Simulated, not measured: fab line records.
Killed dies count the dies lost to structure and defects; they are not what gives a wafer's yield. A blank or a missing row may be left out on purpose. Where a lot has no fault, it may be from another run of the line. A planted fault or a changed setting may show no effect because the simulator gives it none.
What tool caused it? / flow n5Finfet / at 1 step of a route of 1938, 8 lots with 24 wafers sampled

== WHAT THE GAUGES SHOWED, per wafer ==
N5_SDB_OVL_MEAS_12.
lot=L674; measured=day 4 02:01; on=overlay-01; SDB_OVL (nm)=-1.0 -0.6 -1.1
lot=L684; measured=day 6 12:55; on=overlay-01; SDB_OVL (nm)=0.3 0.3 0.1
lot=L685; measured=day 6 20:37; on=overlay-01; SDB_OVL (nm)=0.5 0.0 0.3
lot=L687; measured=day 7 07:58; on=overlay-01; SDB_OVL (nm)=0.0 0.5 -0.7
lot=L691; measured=day 8 04:35; on=overlay-01; SDB_OVL (nm)=-0.2 -0.5 -1.1
lot=L692; measured=day 8 13:58; on=overlay-01; SDB_OVL (nm)=-0.4 -0.2 0.5
lot=L694; measured=day 8 22:02; on=overlay-02; SDB_OVL (nm)=0.6 0.1 0.0
lot=L696; measured=day 9 15:23; on=overlay-02; SDB_OVL (nm)=1.2 0.2 0.7

== EACH LOT AND THE TOOL THAT RAN IT (in order: tool; ch and the chambers of the sampled wafers; start) ==
The record shows no process step preceding these readings.

== THE ANSWER, worked out from the rows above alone ==
Rule: the lots themselves supply what counts as usual. Put in order of their means at a reading, lots are off if they are a third of the lots or fewer, leave a main group of 4 or more, and stand apart from it by a gap of 3 or more times the standard deviation of the main group's means; of several such gaps the widest counts. The tables above print the reading to a certain number of digits; a main group whose means all agree to those digits is not used. Also off: a lot with no number at a reading for which 4 or more lots have one. The other lots that the step has rows for count as sound.
Across all readings shown, no lot is off: no conclusion can be drawn from this.

== WHAT THE SIMULATOR HAD PUT IN ==
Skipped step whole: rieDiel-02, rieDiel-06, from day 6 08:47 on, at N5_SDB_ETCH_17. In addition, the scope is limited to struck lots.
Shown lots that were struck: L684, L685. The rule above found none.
